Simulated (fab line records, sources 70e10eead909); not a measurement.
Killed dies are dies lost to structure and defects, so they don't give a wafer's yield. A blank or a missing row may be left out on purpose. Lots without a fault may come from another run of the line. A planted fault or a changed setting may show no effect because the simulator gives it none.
Chamber matching | flow nand_harc | NHARC_P_CONTACT_DEP_30 on pecvd-02: 3 sister chambers
The step deposits SiNx, target thk 30 nm. 3 wafers are shown with their chamber, then 9 later ones without.

WAFERS WITH THEIR CHAMBER
wafer  | chamber | heater_power_w (W)
L090.2 | 0       | 625
L090.5 | 2       | 834
L090.6 | 1       | 722

WAFERS WITHOUT THEIR CHAMBER
wafer  | heater_power_w (W)
L093.1 | 779
L093.2 | 652
L093.3 | 661
L093.4 | 770
L093.5 | 667
L093.6 | 630
L097.3 | 802
L097.4 | 619
L097.6 | 695

WHICH CHAMBER EACH WENT THROUGH
wafer  | from the rows above     | in truth
L093.1 | can't be placed: 2 or 1 | 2
L093.2 | can't be placed: 0 or 1 | 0
L093.3 | can't be placed: 0 or 1 | 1
L093.4 | can't be placed: 1 or 2 | 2
L093.5 | can't be placed: 0 or 1 | 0
L093.6 | 0                       | 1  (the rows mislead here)
L097.3 | can't be placed: 2 or 1 | 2
L097.4 | 0                       | 0
L097.6 | can't be placed: 1 or 0 | 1
Placed correctly: 1 of 9. Can't be placed from these rows: 7 (the true chamber is among the candidates in 7). Placed wrongly: 1.
How it was worked out, from the rows above alone: a wafer's distance from a chamber is the root of the sum, over the readings, of the square of ((its reading less the chamber's mean) divided by the reading's scatter). The wafer belongs to the nearest chamber; if the next one is less than 2 further off, it can't be placed. A chamber's mean is the mean of its shown wafers. The scatter: with one shown wafer a chamber, the root of the mean of the squares of how far each hidden wafer lies from its nearest shown one.
